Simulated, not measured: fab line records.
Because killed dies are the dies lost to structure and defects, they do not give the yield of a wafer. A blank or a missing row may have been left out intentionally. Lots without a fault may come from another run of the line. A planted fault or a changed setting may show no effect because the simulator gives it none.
Which of the tools did it? / flow nandHarc / 12 lots with 36 wafers sampled at 5 steps, on a route of 1302 steps

## WHAT THE GAUGES SHOWED, per wafer
NHARC_END_SORT_01. Usual: killedAtArray 55, standard deviation 20; killedAtOther 0.7, standard deviation 0.96; killedAtPeriphery 4.1, standard deviation 2.4; killedDies 60, standard deviation 20; killedOpen 3.3, standard deviation 1.9; killedShort 2.8, standard deviation 1.6.
lot=L721; measured=day 25 01:41; on=prober-02; killedAtArray=18 20 16; killedAtOther=1 1 1; killedAtPeriphery=0 2 2; killedDies=19 23 19; killedOpen=3 2 1; killedShort=1 1 1; flag=

## TOOL THAT RAN EACH LOT (tool first, then ch and the chambers of the sampled wafers, then the start)
lot=L721; NHARC_P_GATE_EXPOSE_23=arfiScanner-03 ch 0, day 5 12:19; NHARC_P_GATE_ETCH_32=rieSi-03 ch 0,1,3, day 5 13:10; NHARC_P_GATE_DESCUM_48=rieDiel-02 ch 1,3, day 6 00:41; NHARC_P_GATE_STRIP_76=plasmaAsher-01 ch 0,1, day 6 03:07
lot=L723; NHARC_P_GATE_EXPOSE_23=arfiScanner-01 ch 0, day 6 10:47; NHARC_P_GATE_ETCH_32=rieSi-06 ch 2,3, day 6 11:35; NHARC_P_GATE_DESCUM_48=rieDiel-12 ch 0,1,3, day 6 23:08; NHARC_P_GATE_STRIP_76=plasmaAsher-02 ch 1, day 7 01:39
lot=L725; NHARC_P_GATE_EXPOSE_23=arfiScanner-03 ch 0, day 6 22:08; NHARC_P_GATE_ETCH_32=rieSi-01 ch 2,3, day 6 22:56; NHARC_P_GATE_DESCUM_48=rieDiel-09 ch 0,2,3, day 7 12:28; NHARC_P_GATE_STRIP_76=plasmaAsher-02 ch 0,1, day 7 14:55
lot=L728; NHARC_P_GATE_EXPOSE_23=arfiScanner-02 ch 0, day 8 04:02; NHARC_P_GATE_ETCH_32=rieSi-01 ch 0,1,3, day 8 04:49; NHARC_P_GATE_DESCUM_48=rieDiel-09 ch 0,2, day 8 16:12; NHARC_P_GATE_STRIP_76=plasmaAsher-01 ch 0,1, day 8 18:34
lot=L729; NHARC_P_GATE_EXPOSE_23=arfiScanner-03 ch 0, day 8 17:41; NHARC_P_GATE_ETCH_32=rieSi-06 ch 1,2,3, day 8 18:29; NHARC_P_GATE_DESCUM_48=rieDiel-09 ch 0,3, day 9 06:01; NHARC_P_GATE_STRIP_76=plasmaAsher-01 ch 0,1, day 9 08:24
lot=L730; NHARC_P_GATE_EXPOSE_23=arfiScanner-02 ch 0, day 9 07:14; NHARC_P_GATE_ETCH_32=rieSi-06 ch 0,3, day 9 08:02; NHARC_P_GATE_DESCUM_48=rieDiel-09 ch 0,1, day 9 19:31; NHARC_P_GATE_STRIP_76=plasmaAsher-02 ch 0,1, day 9 21:58
lot=L734; NHARC_P_GATE_EXPOSE_23=arfiScanner-02 ch 0, day 11 02:26; NHARC_P_GATE_ETCH_32=rieSi-01 ch 0,2,3, day 11 03:17; NHARC_P_GATE_DESCUM_48=rieDiel-02 ch 2,3, day 11 14:38; NHARC_P_GATE_STRIP_76=plasmaAsher-01 ch 0,1, day 11 17:14
lot=L733; NHARC_P_GATE_EXPOSE_23=arfiScanner-02 ch 0, day 11 02:36; NHARC_P_GATE_ETCH_32=rieSi-06 ch 0,2,3, day 11 03:26; NHARC_P_GATE_DESCUM_48=rieDiel-09 ch 0,1,3, day 11 14:55; NHARC_P_GATE_STRIP_76=plasmaAsher-01 ch 0,1, day 11 17:50
lot=L735; NHARC_P_GATE_EXPOSE_23=arfiScanner-02 ch 0, day 11 03:04; NHARC_P_GATE_ETCH_32=rieSi-03 ch 0,2,3, day 11 03:55; NHARC_P_GATE_DESCUM_48=rieDiel-12 ch 0,1,2, day 11 15:23; NHARC_P_GATE_STRIP_76=plasmaAsher-01 ch 0,1, day 11 18:19
lot=L736; NHARC_P_GATE_EXPOSE_23=arfiScanner-01 ch 0, day 11 17:52; NHARC_P_GATE_ETCH_32=rieSi-06 ch 1,3, day 11 18:40; NHARC_P_GATE_DESCUM_48=rieDiel-09 ch 0,1,2, day 12 06:07; NHARC_P_GATE_STRIP_76=plasmaAsher-02 ch 1, day 12 08:30
lot=L741; NHARC_P_GATE_EXPOSE_23=arfiScanner-02 ch 0, day 13 19:29; NHARC_P_GATE_ETCH_32=rieSi-03 ch 1,2,3, day 13 20:16; NHARC_P_GATE_DESCUM_48=rieDiel-09 ch 1,2, day 14 07:38; NHARC_P_GATE_STRIP_76=plasmaAsher-02 ch 0, day 14 10:01
lot=L743; NHARC_P_GATE_EXPOSE_23=arfiScanner-03 ch 0, day 14 15:53; NHARC_P_GATE_ETCH_32=rieSi-03 ch 0,1,2, day 14 16:41; NHARC_P_GATE_DESCUM_48=rieDiel-02 ch 0,1,2, day 15 04:11; NHARC_P_GATE_STRIP_76=plasmaAsher-02 ch 0,1, day 15 06:34
- NHARC_P_GATE_EXPOSE_23: exposes mask P GATE, target cd 120 nm.
- NHARC_P_GATE_ETCH_32: etches the open film in HBr/Cl2, target depth 150 nm, time 100.1 s.
- NHARC_P_GATE_DESCUM_48: chemistry O2, time 3 s.
- NHARC_P_GATE_STRIP_76: strips in O2.

## WHAT THE TOOLS THEMSELVES READ (means of the sampled wafers that have a number; where no wafer has one, the mark that the record gives instead)
NHARC_P_GATE_EXPOSE_23. Usual: exposureDoseMJCm2 93.92, standard deviation 0.092; stageVelMmS 499.96 mm/s, standard deviation 0.27.
lot=L721; tool=arfiScanner-03; exposureDoseMJCm2=94.02; stageVelMmS (mm/s)=499.92; flag=
lot=L723; tool=arfiScanner-01; exposureDoseMJCm2=93.97; stageVelMmS (mm/s)=500.00; flag=
lot=L725; tool=arfiScanner-03; exposureDoseMJCm2=94.06; stageVelMmS (mm/s)=500.19; flag=
lot=L728; tool=arfiScanner-02; exposureDoseMJCm2=93.92; stageVelMmS (mm/s)=499.71; flag=
lot=L729; tool=arfiScanner-03; exposureDoseMJCm2=93.93; stageVelMmS (mm/s)=499.92; flag=
lot=L730; tool=arfiScanner-02; exposureDoseMJCm2=93.86; stageVelMmS (mm/s)=499.83; flag=
lot=L734; tool=arfiScanner-02; exposureDoseMJCm2=91.96; stageVelMmS (mm/s)=499.48; flag=OFF
lot=L733; tool=arfiScanner-02; exposureDoseMJCm2=91.91; stageVelMmS (mm/s)=499.97; flag=OFF
lot=L735; tool=arfiScanner-02; exposureDoseMJCm2=91.98; stageVelMmS (mm/s)=499.95; flag=OFF
lot=L736; tool=arfiScanner-01; exposureDoseMJCm2=93.85; stageVelMmS (mm/s)=500.31; flag=
lot=L741; tool=arfiScanner-02; exposureDoseMJCm2=91.87; stageVelMmS (mm/s)=499.72; flag=OFF
lot=L743; tool=arfiScanner-03; exposureDoseMJCm2=93.92; stageVelMmS (mm/s)=500.09; flag=

NHARC_P_GATE_ETCH_32. Usual: chamberPressureMTorr 14.999 mTorr, standard deviation 0.014; drypumpMotorCurrentA 5.4 A, standard deviation 0.35; oesProductAu 1.004 a.u., standard deviation 0.0092; throttleValvePct 26.407 %, standard deviation 0.0096.
lot=L721; tool=rieSi-03; chamberPressureMTorr (mTorr)=14.990; drypumpMotorCurrentA (A)=5.4; oesProductAu (a.u.)=1.009; throttleValvePct (%)=26.415; flag=
lot=L723; tool=rieSi-06; chamberPressureMTorr (mTorr)=15.001; drypumpMotorCurrentA (A)=5.3; oesProductAu (a.u.)=1.004; throttleValvePct (%)=26.405; flag=
lot=L725; tool=rieSi-01; chamberPressureMTorr (mTorr)=15.005; drypumpMotorCurrentA (A)=4.9; oesProductAu (a.u.)=1.011; throttleValvePct (%)=26.418; flag=
lot=L728; tool=rieSi-01; chamberPressureMTorr (mTorr)=15.008; drypumpMotorCurrentA (A)=5.4; oesProductAu (a.u.)=0.999; throttleValvePct (%)=26.402; flag=
lot=L729; tool=rieSi-06; chamberPressureMTorr (mTorr)=15.004; drypumpMotorCurrentA (A)=5.2; oesProductAu (a.u.)=1.000; throttleValvePct (%)=26.404; flag=
lot=L730; tool=rieSi-06; chamberPressureMTorr (mTorr)=15.010; drypumpMotorCurrentA (A)=5.7; oesProductAu (a.u.)=1.003; throttleValvePct (%)=26.405; flag=
lot=L734; tool=rieSi-01; chamberPressureMTorr (mTorr)=15.009; drypumpMotorCurrentA (A)=5.1; oesProductAu (a.u.)=1.009; throttleValvePct (%)=26.407; flag=
lot=L733; tool=rieSi-06; chamberPressureMTorr (mTorr)=14.992; drypumpMotorCurrentA (A)=5.5; oesProductAu (a.u.)=1.001; throttleValvePct (%)=26.407; flag=
lot=L735; tool=rieSi-03; chamberPressureMTorr (mTorr)=15.001; drypumpMotorCurrentA (A)=5.2; oesProductAu (a.u.)=1.001; throttleValvePct (%)=26.411; flag=
lot=L736; tool=rieSi-06; chamberPressureMTorr (mTorr)=15.008; drypumpMotorCurrentA (A)=5.1; oesProductAu (a.u.)=1.007; throttleValvePct (%)=26.410; flag=
lot=L741; tool=rieSi-03; chamberPressureMTorr (mTorr)=15.006; drypumpMotorCurrentA (A)=5.6; oesProductAu (a.u.)=1.006; throttleValvePct (%)=26.410; flag=
lot=L743; tool=rieSi-03; chamberPressureMTorr (mTorr)=14.988; drypumpMotorCurrentA (A)=5.5; oesProductAu (a.u.)=1.005; throttleValvePct (%)=26.410; flag=

NHARC_P_GATE_DESCUM_48. Usual: chamberPressureMTorr 60.00 mTorr, standard deviation 0.058; drypumpMotorCurrentA 5.6 A, standard deviation 0.41; oesProductAu 1.000 a.u., standard deviation 0.0095; rfVppV 57.9 V, standard deviation 0.85; showerheadPlenumPTorr 1.91 Torr, standard deviation 0.079; throttleValvePct 11.311 %, standard deviation 0.0085.
lot=L721; tool=rieDiel-02; chamberPressureMTorr (mTorr)=59.98; drypumpMotorCurrentA (A)=5.7; oesProductAu (a.u.)=0.997; rfVppV (V)=58.8; showerheadPlenumPTorr (Torr)=1.90; throttleValvePct (%)=11.308; flag=
lot=L723; tool=rieDiel-12; chamberPressureMTorr (mTorr)=60.00; drypumpMotorCurrentA (A)=5.5; oesProductAu (a.u.)=1.006; rfVppV (V)=56.6; showerheadPlenumPTorr (Torr)=1.83; throttleValvePct (%)=11.301; flag=
lot=L725; tool=rieDiel-09; chamberPressureMTorr (mTorr)=60.03; drypumpMotorCurrentA (A)=5.7; oesProductAu (a.u.)=1.003; rfVppV (V)=58.3; showerheadPlenumPTorr (Torr)=1.93; throttleValvePct (%)=11.312; flag=
lot=L728; tool=rieDiel-09; chamberPressureMTorr (mTorr)=60.05; drypumpMotorCurrentA (A)=5.5; oesProductAu (a.u.)=1.004; rfVppV (V)=58.3; showerheadPlenumPTorr (Torr)=1.90; throttleValvePct (%)=11.313; flag=
lot=L729; tool=rieDiel-09; chamberPressureMTorr (mTorr)=59.99; drypumpMotorCurrentA (A)=5.5; oesProductAu (a.u.)=1.000; rfVppV (V)=58.0; showerheadPlenumPTorr (Torr)=1.90; throttleValvePct (%)=11.312; flag=
lot=L730; tool=rieDiel-09; chamberPressureMTorr (mTorr)=59.96; drypumpMotorCurrentA (A)=5.1; oesProductAu (a.u.)=0.998; rfVppV (V)=57.5; showerheadPlenumPTorr (Torr)=1.98; throttleValvePct (%)=11.316; flag=
lot=L734; tool=rieDiel-02; chamberPressureMTorr (mTorr)=59.97; drypumpMotorCurrentA (A)=5.5; oesProductAu (a.u.)=0.994; rfVppV (V)=57.4; showerheadPlenumPTorr (Torr)=1.88; throttleValvePct (%)=11.310; flag=
lot=L733; tool=rieDiel-09; chamberPressureMTorr (mTorr)=60.01; drypumpMotorCurrentA (A)=5.3; oesProductAu (a.u.)=1.006; rfVppV (V)=58.2; showerheadPlenumPTorr (Torr)=1.94; throttleValvePct (%)=11.304; flag=
lot=L735; tool=rieDiel-12; chamberPressureMTorr (mTorr)=59.96; drypumpMotorCurrentA (A)=5.6; oesProductAu (a.u.)=0.998; rfVppV (V)=57.9; showerheadPlenumPTorr (Torr)=1.86; throttleValvePct (%)=11.310; flag=
lot=L736; tool=rieDiel-09; chamberPressureMTorr (mTorr)=60.00; drypumpMotorCurrentA (A)=5.5; oesProductAu (a.u.)=1.001; rfVppV (V)=58.1; showerheadPlenumPTorr (Torr)=1.97; throttleValvePct (%)=11.315; flag=
lot=L741; tool=rieDiel-09; chamberPressureMTorr (mTorr)=60.03; drypumpMotorCurrentA (A)=5.5; oesProductAu (a.u.)=1.004; rfVppV (V)=58.9; showerheadPlenumPTorr (Torr)=2.04; throttleValvePct (%)=11.310; flag=
lot=L743; tool=rieDiel-02; chamberPressureMTorr (mTorr)=59.97; drypumpMotorCurrentA (A)=5.6; oesProductAu (a.u.)=0.999; rfVppV (V)=57.2; showerheadPlenumPTorr (Torr)=1.85; throttleValvePct (%)=11.310; flag=

NHARC_P_GATE_STRIP_76. Usual: drypumpMotorCurrentA 5.7 A, standard deviation 0.53; heaterPowerW 305 W, standard deviation 26.
lot=L721; tool=plasmaAsher-01; drypumpMotorCurrentA (A)=5.2; heaterPowerW (W)=322; flag=
lot=L723; tool=plasmaAsher-02; drypumpMotorCurrentA (A)=6.2; heaterPowerW (W)=333; flag=
lot=L725; tool=plasmaAsher-02; drypumpMotorCurrentA (A)=6.1; heaterPowerW (W)=309; flag=
lot=L728; tool=plasmaAsher-01; drypumpMotorCurrentA (A)=5.2; heaterPowerW (W)=318; flag=
lot=L729; tool=plasmaAsher-01; drypumpMotorCurrentA (A)=5.5; heaterPowerW (W)=317; flag=
lot=L730; tool=plasmaAsher-02; drypumpMotorCurrentA (A)=6.0; heaterPowerW (W)=287; flag=
lot=L734; tool=plasmaAsher-01; drypumpMotorCurrentA (A)=5.2; heaterPowerW (W)=315; flag=
lot=L733; tool=plasmaAsher-01; drypumpMotorCurrentA (A)=5.1; heaterPowerW (W)=323; flag=
lot=L735; tool=plasmaAsher-01; drypumpMotorCurrentA (A)=5.2; heaterPowerW (W)=312; flag=
lot=L736; tool=plasmaAsher-02; drypumpMotorCurrentA (A)=6.2; heaterPowerW (W)=316; flag=
lot=L741; tool=plasmaAsher-02; drypumpMotorCurrentA (A)=5.9; heaterPowerW (W)=260; flag=
lot=L743; tool=plasmaAsher-02; drypumpMotorCurrentA (A)=6.0; heaterPowerW (W)=282; flag=

## THE ANSWER, worked out from the rows above alone
Rule: a lot is off if the mean of its wafers that have a number lies more than 3 standard deviations from the usual mean. Also off: a lot with no number at a reading for which 4 or more lots have one. Where the step has rows for the other lots, those lots are counted as sound. Order of review: gauges by route order, followed by the tools' own readings, for which a lot's mean as printed above is used. The first step at which some lot is off is used, and at that step the reading that is off furthest; a lot without a number counts as furthest.
Off: L734, L733, L735, L741, at NHARC_P_GATE_EXPOSE_23 (exposureDoseMJCm2).
If a tool, at that step or one of the process steps before it, ran each lot that is off and ran no sound lot following the first of them, it fits. One candidate fits, namely arfiScanner-02 at NHARC_P_GATE_EXPOSE_23. A fault onset in the window from L730 (day 9 07:14, its last sound lot) to L734 (day 11 02:26, its first lot off) fits.
On the lots that are off, the tool's own readings at NHARC_P_GATE_EXPOSE_23 differ by more than 5 times the standard deviation of the sound lots' means, which bears it out; exposureDoseMJCm2 reads 91.93 there versus 93.94 on the sound lots.

## WHAT THE SIMULATOR HAD INSERTED
Process parameter drift: arfiScanner-02, from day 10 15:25 on, at NHARC_P_GATE_EXPOSE_23. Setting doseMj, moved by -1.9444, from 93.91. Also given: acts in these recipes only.
Shown lots that were struck: L734, L733, L735, L741. This agrees with what the rule above found.
